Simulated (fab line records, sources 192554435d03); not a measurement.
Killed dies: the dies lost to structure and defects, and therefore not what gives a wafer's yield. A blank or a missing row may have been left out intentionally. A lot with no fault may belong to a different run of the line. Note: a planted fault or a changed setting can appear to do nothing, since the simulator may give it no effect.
fab line records -- flow n5_finfet
record lots=11, wafers=31, last_day=16
route steps=1938 shown BEOL_M1@836 BEOL_M2@851 BEOL_M4@1111 PASSIVATION@1936
lots that met no fault: taken from a fault-free run of the same line
start_h: hours from the record's opening day to when the first of the lot's shown wafers began -- wait_h: hours since the lot's step before -- " repeats the value in the row above -- L1.1+2: several wafers, shown together as one row -- - no value, or no start given -- * or withheld: withheld -- < > ~ a bound
route shown NAME@n: a module of which the file shows steps, and the number in the route of the first -- usual: average and standard deviation across the fault-free wafers -- same: alike in all rows -- chamber/n: place in a boat -- sites: readings site by site -- _std_site: the standard deviation of these -- _edge_site: inner sites' mean taken away from outer sites' mean -- radius_mm: for every site, how far away it sits from the centre of the wafer -- mask NAME#n: copy n -- behind: tool/chamber where the wafer was last shaped -- hold: why the lot was held/for how many hours/how that ended -- device: the n, p or np transistor that did not switch -- end of line: at the end of the route, the tests of the same wafers -- a step without rows: its recipe alone -- killed: count of dies lost to structure and defects at first sort (not the wafer's yield) -- map: the dies of a wafer, with x for killed, . for not killed, _ for no die there
set.NAME: setting as actually run; set.NAME@STEP: the setting as run at that earlier step -- model.NAME: the simulator's own value behind a step, which no gauge read
a sample of lots followed through the steps of the route, with each step as a table and each wafer as a row
services: the hour from which a tool's chamber was out of use, counted from the record's first day as start_h (under 0 if before that day), plus the number of hours and why
## steps
# step N5_BEOL_M1_CO_CAP_55
# recipe material=Co, target_thk_a=20, temp_c=200, precursor=CCTBA/H2, pressure_torr=30, time_s=102.1
# usual chamber_pressure_Torr=30.00/0.066, heater_power_w=234/15
lot.wafer,tool,chamber,start_h,wait_h,chamber_pressure_Torr,heater_power_w
L693.1,cvd_co-01,1,128.17,0.0,29.88,210
L693.2,cvd_co-01,0,128.17,0.0,29.95,250
L693.6,cvd_co-01,2,128.17,0.0,29.98,242
L694.1,cvd_co-01,1,138.16,0.0,29.99,212
L694.4,cvd_co-01,1,138.16,0.0,29.88,208
L694.5,cvd_co-01,2,138.16,0.0,29.97,239
L697.3,cvd_co-02,2,146.98,0.0,30.05,240
L697.5,cvd_co-02,0,146.98,0.0,30.06,237
L697.6,cvd_co-02,2,146.98,0.0,29.99,244
L696.2,cvd_co-01,1,152.24,0.0,30.02,208
L696.5,cvd_co-01,1,152.24,0.0,30.02,207
L696.6,cvd_co-01,0,152.24,0.0,30.01,251
L698.2,cvd_co-02,2,157.73,0.0,29.93,239
L698.5,cvd_co-02,0,157.73,0.0,30.02,238
L699.5,cvd_co-02,0,174.99,0.0,30.10,241
L699.6,cvd_co-02,2,174.99,0.0,30.02,242
L703.2,cvd_co-02,2,185.47,0.0,29.97,236
L703.3,cvd_co-02,1,185.47,0.0,29.93,220
L703.6,cvd_co-02,1,185.47,0.0,29.97,215
L702.2,cvd_co-02,1,189.03,0.0,30.19,216
L702.5,cvd_co-02,1,189.03,0.0,29.96,217
L702.6,cvd_co-02,2,189.03,0.0,30.03,243
L704.1,cvd_co-01,1,194.83,0.0,29.99,208
L704.5,cvd_co-01,2,194.83,0.0,30.05,247
L704.6,cvd_co-01,1,194.83,0.0,30.05,216
L706.1,cvd_co-01,0,204.10,0.0,29.99,244
L706.3,cvd_co-01,2,204.10,0.0,30.08,239
L706.5,cvd_co-01,0,204.10,0.0,30.03,243
L713.2,cvd_co-02,1,258.42,0.0,29.98,218
L713.3,cvd_co-02,2,258.42,0.0,30.07,245
L713.5,cvd_co-02,1,258.42,0.0,29.97,218
# step N5_BEOL_M1_RS_MEAS_58
# recipe thk_meas_gauge=four-point-probe, reads=Co_of_BEOL_M1_CO_CAP_55+Cu_of_BEOL_M1_ECD_50+Co_of_BEOL_M1_CVD_47+TaN_of_BEOL_M1_ALD_84
# usual M1_RS=0.675/0.028
lot.wafer,tool,chamber,start_h,wait_h,M1_RS[ohm/sq]
L693.1,film_metro-02,-,128.36,0.0,0.688
L693.2,film_metro-02,-,128.36,0.0,0.661
L693.6,film_metro-02,-,128.36,0.0,0.649
L694.1,film_metro-01,-,138.35,0.0,0.700
L694.4,film_metro-01,-,138.35,0.0,0.689
L694.5,film_metro-01,-,138.35,0.0,0.698
L697.3,film_metro-01,-,147.16,0.1,0.731
L697.5,film_metro-01,-,147.16,0.1,0.684
L697.6,film_metro-01,-,147.16,0.1,0.673
L696.2,film_metro-02,-,152.43,0.1,0.672
L696.5,film_metro-02,-,152.43,0.1,0.688
L696.6,film_metro-02,-,152.43,0.1,0.685
L698.2,film_metro-01,-,157.95,0.1,0.725
L698.5,film_metro-01,-,157.95,0.1,0.667
L699.5,film_metro-02,-,175.14,0.0,0.676
L699.6,film_metro-02,-,175.14,0.0,0.654
L703.2,film_metro-01,-,185.65,0.1,0.647
L703.3,film_metro-01,-,185.65,0.1,0.732
L703.6,film_metro-01,-,185.65,0.1,0.654
L702.2,film_metro-02,-,189.22,0.1,0.679
L702.5,film_metro-02,-,189.22,0.1,0.639
L702.6,film_metro-02,-,189.22,0.1,0.660
L704.1,film_metro-02,-,195.02,0.0,0.672
L704.5,film_metro-02,-,195.02,0.0,0.646
L704.6,film_metro-02,-,195.02,0.0,0.625
L706.1,film_metro-02,-,204.31,0.1,0.655
L706.3,film_metro-02,-,204.31,0.1,0.641
L706.5,film_metro-02,-,204.31,0.1,0.620
L713.2,film_metro-01,-,258.60,0.1,0.710
L713.3,film_metro-01,-,258.60,0.1,0.676
L713.5,film_metro-01,-,258.60,0.1,0.694
# step N5_BEOL_M2_EXPOSE_08
# recipe mask_id=M2, na=0.33, source_shape=dipole, sigma_inner=0.369, sigma_outer=0.767, polarization=unpolarized, dose_mj=41.25
lot.wafer,tool,chamber,start_h,wait_h,mask
L693.1+2+6,euv_scanner-01,0,129.40,-,M2#0
L694.1+4+5,euv_scanner-01,0,139.78,-,M2#0
L697.3+5+6,euv_scanner-01,0,147.68,-,M2#0
L696.2+5+6,euv_scanner-01,0,154.43,-,M2#0
L698.2+5,euv_scanner-01,0,159.91,-,M2#0
L699.5+6,euv_scanner-01,0,177.59,-,M2#0
L703.2+3+6,euv_scanner-02,0,188.49,-,M2#0
L702.2+5+6,euv_scanner-02,0,190.90,-,M2#0
L704.1+5+6,euv_scanner-02,0,195.74,-,M2#0
L706.1+3+5,euv_scanner-02,0,205.52,-,M2#0
L713.2+3+5,euv_scanner-02,0,261.10,-,M2#0
# step N5_BEOL_M2_OVL_MEAS_12
# recipe points_per_wafer=522
# usual M2_OVL=0.7/0.68
lot.wafer,tool,chamber,start_h,wait_h,M2_OVL[nm]
L693.1,overlay-01,0,129.56,0.0,1.4
L693.2,overlay-01,0,129.56,0.0,0.8
L693.6,overlay-01,0,129.56,0.0,1.1
L694.1,overlay-01,0,139.95,0.0,0.7
L694.4,overlay-01,0,139.95,0.0,1.1
L694.5,overlay-01,0,139.95,0.0,1.0
L697.3,overlay-02,0,147.84,0.0,5.5
L697.5,overlay-02,0,147.84,0.0,4.7
L697.6,overlay-02,0,147.84,0.0,5.8
L696.2,overlay-01,0,154.59,0.0,5.8
L696.5,overlay-01,0,154.59,0.0,5.4
L696.6,overlay-01,0,154.59,0.0,6.4
L698.2,overlay-01,0,160.07,0.0,4.2
L698.5,overlay-01,0,160.07,0.0,3.8
L699.5,overlay-01,0,177.75,0.0,5.9
L699.6,overlay-01,0,177.75,0.0,6.5
L703.2,overlay-01,0,188.65,0.0,0.1
L703.3,overlay-01,0,188.65,0.0,0.7
L703.6,overlay-01,0,188.65,0.0,0.3
L702.2,overlay-01,0,191.06,0.0,0.5
L702.5,overlay-01,0,191.06,0.0,1.1
L702.6,overlay-01,0,191.06,0.0,1.2
L704.1,overlay-01,0,195.91,0.0,1.5
L704.5,overlay-01,0,195.91,0.0,0.4
L704.6,overlay-01,0,195.91,0.0,0.9
L706.1,overlay-01,0,205.68,0.0,1.7
L706.3,overlay-01,0,205.68,0.0,0.4
L706.5,overlay-01,0,205.68,0.0,0.9
L713.2,overlay-02,0,261.26,0.0,0.1
L713.3,overlay-02,0,261.26,0.0,0.9
L713.5,overlay-02,0,261.26,0.0,0.0
# step N5_BEOL_M2_DESCUM_16
# recipe chemistry=O2, time_s=7, source_power_w=50, bias_power_w=20, pressure_mtorr=20, rf_frequency_hz=2.712e+07, temp_c=40, resist=CAR-EUV, o2_flow_sccm=225
# usual bias_power_w=20.00/0.054, drypump_motor_current_A=5.8/0.37, oes_product_au=0.83/0.1, rf_fwd_power_W=49.36/0.27, rf_vpp_V=242.5/1.1, showerhead_plenum_p_Torr=2.05/0.048, throttle_valve_pct=20.40/0.24
lot.wafer,tool,chamber,start_h,wait_h,bias_power_w,drypump_motor_current_A,oes_product_au,rf_fwd_power_W,rf_hours_counter_h,rf_vpp_V,showerhead_plenum_p_Torr,throttle_valve_pct
L693.1,rie_diel-05,2,129.66,0.0,20.03,6.2,0.68,49.39,241,243.3,2.14,20.71
L693.2,rie_diel-05,1,129.66,0.0,19.99,5.1,1.02,49.48,0,241.7,2.05,20.10
L693.6,rie_diel-05,0,129.66,0.0,20.02,5.6,0.89,48.93,-,242.3,2.03,20.21
L694.1,rie_diel-06,1,140.04,0.0,20.12,6.0,0.75,48.66,153,242.4,2.09,20.61
L694.4,rie_diel-06,0,140.04,0.0,20.05,5.8,0.99,49.58,-,242.0,2.06,20.31
L694.5,rie_diel-06,1,140.04,0.0,20.09,6.0,0.76,48.79,-,243.1,2.09,20.62
L697.3,rie_diel-06,0,147.92,0.0,20.00,5.8,0.97,49.42,8,244.5,2.05,20.31
L697.5,rie_diel-06,0,147.92,0.0,20.00,5.8,0.97,49.53,-,242.4,2.05,20.29
L697.6,rie_diel-06,1,147.92,0.0,19.92,6.0,0.75,48.98,-,241.5,2.09,20.63
L696.2,rie_diel-06,0,154.67,0.0,20.02,5.8,0.96,49.47,11,243.7,2.05,20.31
L696.5,rie_diel-06,1,154.67,0.0,19.96,6.0,0.75,49.01,-,243.9,2.09,20.62
L696.6,rie_diel-06,0,154.67,0.0,19.96,5.8,0.97,49.69,-,241.9,2.05,20.29
L698.2,rie_diel-05,1,160.16,0.0,20.02,5.1,0.96,49.44,13,241.9,2.04,20.12
L698.5,rie_diel-05,3,160.16,0.0,20.13,5.7,0.72,49.41,-,242.0,2.06,20.39
L699.5,rie_diel-02,1,177.83,0.0,19.87,5.0,0.72,49.80,-,241.4,1.99,20.35
L699.6,rie_diel-02,0,177.83,0.0,20.04,5.9,0.70,49.02,-,241.6,1.99,20.66
L703.2,rie_diel-05,1,189.28,0.6,19.95,5.1,0.94,49.49,23,243.0,2.04,20.12
L703.3,rie_diel-05,0,189.28,0.6,20.00,5.6,0.84,49.09,63,242.4,2.03,20.25
L703.6,rie_diel-05,1,189.28,0.6,20.00,5.1,0.94,49.29,-,242.6,2.04,20.13
L702.2,rie_diel-06,2,191.15,0.0,19.96,5.9,0.94,49.64,17,243.4,2.06,20.08
L702.5,rie_diel-06,0,191.15,0.0,19.98,5.8,0.92,49.34,-,243.8,2.05,20.34
L702.6,rie_diel-06,1,191.15,0.0,20.00,6.0,0.74,49.01,-,240.7,2.08,20.65
L704.1,rie_diel-05,3,196.01,0.0,20.03,5.7,0.71,49.36,224,243.2,2.06,20.42
L704.5,rie_diel-05,3,196.01,0.0,19.95,5.7,0.71,49.41,-,243.1,2.06,20.41
L704.6,rie_diel-05,2,196.01,0.0,20.01,6.2,0.92,49.22,-,245.2,2.13,20.38
L706.1,rie_diel-05,1,205.78,0.0,20.04,5.1,0.92,49.22,30,242.1,2.04,20.14
L706.3,rie_diel-05,0,205.78,0.0,19.98,5.6,0.84,48.91,70,242.5,2.02,20.24
L706.5,rie_diel-05,3,205.78,0.0,20.02,5.8,0.71,49.54,-,242.1,2.05,20.42
L713.2,rie_diel-05,0,261.53,0.2,20.01,5.7,0.82,49.02,85,242.3,2.02,20.28
L713.3,rie_diel-05,1,261.53,0.2,19.95,5.1,0.89,49.34,53,241.3,2.03,20.16
L713.5,rie_diel-05,0,261.53,0.2,20.08,5.7,0.83,49.07,-,242.2,2.02,20.26
# step N5_BEOL_M4_RC_MEAS_101
# usual DIBL_N=36.4/1.3, DIBL_P=36.5/1.7, IOFF_N=0.154/0.022, IOFF_P=0.202/0.025, ION_N=671/9.8, ION_P=460/6.8, SS_N=71.6/0.54, SS_P=73.4/0.58, VT_N=250.9/2.8, VT_P=-251.4/2.7
lot.wafer,tool,chamber,start_h,wait_h,DIBL_N[mV/V],DIBL_P[mV/V],IOFF_N[nA/um],IOFF_P[nA/um],ION_N[uA/um],ION_P[uA/um],SS_N[mV/dec],SS_P[mV/dec],VT_N[mV],VT_P[mV]
L693.1,prober-01,0,167.88,0.0,39.0,37.2,0.176,0.213,686,469,73.3,74.2,247.0,-251.2
L693.2,prober-01,0,167.88,0.0,39.4,37.7,0.183,0.222,683,461,72.5,74.1,247.6,-249.5
L693.6,prober-01,0,167.88,0.0,40.5,39.9,0.224,0.259,697,477,72.8,74.2,244.5,-250.8
L694.1,prober-02,0,172.44,0.0,37.2,35.9,0.159,0.181,682,449,73.0,73.1,252.0,-252.2
L694.4,prober-02,0,172.44,0.0,34.8,33.7,0.124,0.161,668,458,71.3,73.1,255.4,-252.7
L694.5,prober-02,0,172.44,0.0,37.4,36.4,0.168,0.194,674,452,72.1,72.9,250.2,-252.2
L697.3,prober-02,0,178.10,0.3,36.4,36.5,0.135,0.171,662,448,70.7,72.7,251.5,-255.8
L697.5,prober-02,0,178.10,0.3,38.7,38.8,0.172,0.203,678,453,71.6,74.2,247.7,-253.6
L697.6,prober-02,0,178.10,0.3,38.6,38.8,0.176,0.202,676,450,71.8,73.7,247.2,-253.1
L696.2,prober-02,0,182.20,0.2,39.3,38.5,0.174,0.185,669,447,72.4,74.5,252.2,-256.8
L696.5,prober-02,0,182.20,0.2,36.8,36.2,0.132,0.155,662,446,71.7,72.9,253.1,-256.9
L696.6,prober-02,0,182.20,0.2,35.7,34.4,0.116,0.142,657,444,71.4,73.5,258.6,-256.9
L698.2,prober-02,0,194.46,0.2,36.6,37.2,0.147,0.204,679,463,72.0,73.4,249.0,-249.7
L698.5,prober-02,0,194.46,0.2,35.3,35.5,0.134,0.183,665,460,71.7,73.3,251.9,-252.3
L699.5,prober-02,0,205.43,0.6,36.2,35.6,0.152,0.199,684,466,70.8,73.4,249.2,-249.2
L699.6,prober-02,0,205.43,0.6,36.0,35.5,0.147,0.197,681,466,71.3,73.8,248.4,-248.3
L703.2,prober-01,0,220.87,0.2,37.0,36.6,0.162,0.231,680,472,71.5,73.0,248.9,-249.5
L703.3,prober-01,0,220.87,0.2,36.2,35.5,0.148,0.208,674,463,71.1,72.7,249.8,-251.7
L703.6,prober-01,0,220.87,0.2,35.5,34.2,0.134,0.188,671,462,71.2,71.7,249.6,-250.8
L702.2,prober-01,0,224.39,0.2,36.8,37.6,0.163,0.205,674,460,71.6,73.1,249.0,-249.7
L702.5,prober-01,0,224.39,0.2,34.7,35.0,0.129,0.174,655,453,71.5,73.2,253.7,-253.0
L702.6,prober-01,0,224.39,0.2,35.9,36.6,0.149,0.195,672,467,71.7,73.2,250.0,-250.1
L704.1,prober-02,0,228.32,0.0,36.7,37.2,0.154,0.200,664,453,71.4,73.1,250.5,-254.0
L704.5,prober-02,0,228.32,0.0,35.6,36.0,0.136,0.178,664,461,71.0,73.7,254.1,-253.2
L704.6,prober-02,0,228.32,0.0,36.3,37.2,0.152,0.200,668,459,71.6,73.6,250.8,-250.2
L706.1,prober-02,0,230.72,0.0,36.2,36.7,0.164,0.205,681,464,71.7,72.6,250.9,-250.8
L706.3,prober-02,0,230.72,0.0,35.1,35.4,0.143,0.187,671,459,71.8,72.5,252.5,-251.6
L706.5,prober-02,0,230.72,0.0,34.2,33.9,0.132,0.176,671,458,71.3,72.5,251.3,-253.4
L713.2,prober-01,0,295.86,0.2,37.1,35.6,0.163,0.198,661,449,71.9,73.7,250.8,-252.9
L713.3,prober-01,0,295.86,0.2,37.6,37.3,0.188,0.241,676,463,71.9,74.4,244.2,-245.9
L713.5,prober-01,0,295.86,0.2,37.2,37.7,0.193,0.248,687,469,71.4,73.6,246.1,-245.7
# step N5_PASSIVATION_PROBE_49
# usual defect_limited_yield=91.1/1.3, killed_at_M0_to_M3=34/10, killed_at_M4_up=14/5.7, killed_at_contacts=12/5.9, killed_at_front_end=41/12, killed_at_other=4/3.1, killed_dies=105/15, killed_open=69/11, killed_short=35/7.8, sort_bin_5_function=5.3/0.81, sort_bin_6_memory=3.3/0.75, sort_n_pass=1075/15, sort_yield_pct=91.1/1.3
# same gross_dies=1180, killed_at_back_side=0, sort_bin_4_leakage[%]=0, sort_bin_8_speed[%]=0
lot.wafer,tool,chamber,start_h,wait_h,defect_limited_yield[%],killed_at_M0_to_M3,killed_at_M4_up,killed_at_contacts,killed_at_front_end,killed_at_other,killed_dies,killed_open,killed_short,sort_bin_5_function[%],sort_bin_6_memory[%],sort_n_pass,sort_yield_pct[%]
L694.1,prober-01,-,272.48,0.0,90.5,41,18,20,32,1,112,72,39,5.3,4.0,1068,90.5
L694.4,prober-01,-,272.63,0.2,90.4,35,22,11,45,0,113,65,47,5.7,3.2,1067,90.4
L694.5,prober-01,-,272.68,0.2,91.8,37,17,10,33,0,97,61,35,4.7,3.4,1083,91.8
L713.2,prober-02,-,392.64,0.1,91.8,35,6,11,42,3,97,63,32,5.2,2.7,1083,91.8
L713.3,prober-02,-,392.69,0.1,92.0,39,13,17,23,2,94,53,40,4.5,3.2,1086,92.0
L713.5,prober-02,-,392.79,0.2,91.9,39,8,14,34,1,96,58,37,4.7,2.8,1084,91.9
# killed by level:class
L694.1 MOL_CONTACT_COAG:geometric_particle:open=17 BEOL_M0_SAQP:geometric_particle:open=12 BEOL_M0_SAQP:geometric_particle:short=12 BEOL_M4:geometric_particle:open=9 BEOL_M1:geometric_particle:open=6 FIN_SAQP:geometric_particle:open=5 STI_FIN_REVEAL:geometric_particle:open=5 FIN_SAQP:geometric_particle:short=4
L694.4 BEOL_M0_SAQP:geometric_particle:short=15 FIN_SAQP:geometric_particle:open=11 BEOL_M4:geometric_particle:open=10 FIN_SAQP:geometric_particle:short=8 MOL_CONTACT_COAG:geometric_particle:open=8 STI_FIN_REVEAL:geometric_particle:open=6 BEOL_M0_SAQP:geometric_particle:open=6 BEOL_M1:geometric_particle:open=5
L694.5 BEOL_M0_SAQP:geometric_particle:short=14 BEOL_M4:geometric_particle:open=13 BEOL_M0_SAQP:geometric_particle:open=11 FIN_SAQP:geometric_particle:open=6 FIN_SAQP:geometric_particle:short=6 STI_FIN_REVEAL:geometric_particle:open=6 MOL_CONTACT_COAG:geometric_particle:open=6 GATE_CUT:geometric_particle:short=5
L713.2 STI_FIN_REVEAL:geometric_particle:open=10 BEOL_M3:geometric_particle:open=10 BEOL_M0_SAQP:geometric_particle:open=9 MOL_CONTACT_COAG:geometric_particle:open=7 BEOL_M0_SAQP:geometric_particle:short=7 FIN_SAQP:geometric_particle:open=4 STI_FIN_REVEAL:geometric_particle:short=4 GATE_CUT:geometric_particle:short=4
L713.3 BEOL_M0_SAQP:geometric_particle:short=15 MOL_CONTACT_COAG:geometric_particle:open=12 MOL_CONTACT_COAG:geometric_particle:short=5 BEOL_M0_SAQP:geometric_particle:open=5 BEOL_M3:geometric_particle:open=5 FIN_SAQP:geometric_particle:open=4 STI_FIN_REVEAL:geometric_particle:open=4 BEOL_M2:geometric_particle:short=4
L713.5 BEOL_M0_SAQP:geometric_particle:short=13 MOL_CONTACT_COAG:geometric_particle:open=11 BEOL_M0_SAQP:geometric_particle:open=9 DUMMY_GATE:geometric_particle:open=7 STI_FIN_REVEAL:geometric_particle:open=6 FIN_SAQP:geometric_particle:open=5 BEOL_M3:geometric_particle:open=5 STI_FIN_REVEAL:geometric_particle:short=4
## services
tool,chamber,start_h,hours,kind
rie_diel-05,3,117.14,1.4,repair
euv_scanner-01,-,118.01,4.6,pm
euv_scanner-02,-,122.61,1.0,pm
euv_scanner-02,-,124.82,0.3,repair
euv_scanner-01,-,138.52,1.0,pm
cvd_co-02,-,140.76,6.0,pm
cvd_co-02,1,147.47,14.9,repair
euv_scanner-02,-,149.61,0.3,repair
rie_diel-05,0,158.30,8.1,repair
euv_scanner-02,-,176.68,1.0,pm
rie_diel-02,2,180.54,3.9,repair
rie_diel-05,3,185.11,4.9,repair
euv_scanner-01,-,194.67,1.0,pm
rie_diel-06,2,209.85,1.5,repair
euv_scanner-01,-,219.52,4.3,repair
euv_scanner-02,-,223.85,4.6,pm
cvd_co-02,-,226.67,6.9,pm
euv_scanner-01,-,231.43,2.5,repair
euv_scanner-02,-,233.90,1.0,pm
euv_scanner-02,-,242.65,12.0,pm
rie_diel-05,0,246.43,14.1,repair
rie_diel-06,1,249.84,9.5,repair
euv_scanner-01,-,254.65,1.0,pm
cvd_co-01,1,260.99,2.6,repair
## key
first_sign step=N5_BEOL_M2_OVL_MEAS_12, reading=M2_OVL, direction=up, sigmas=7, usual=0.7, struck=5.4
effect none on later readings
met_at N5_BEOL_M2_EXPOSE_08
struck_lots L696,L697,L698,L699
rows_end L696.2,L696.5,L696.6,L697.3,L697.5,L697.6
not_acting_at N5_BEOL_M1_CO_CAP_55,N5_BEOL_M1_RS_MEAS_58,N5_BEOL_M2_DESCUM_16
onset_between 139.78 147.68
fault kind=scanner_matching_overlay, tool=euv_scanner-01, chamber=-, onset_h=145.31, steps=N5_BEOL_M2_EXPOSE_08, offset=4.8496
# rows_end: these wafers met a further fault down the route, and their rows from its step on are left out
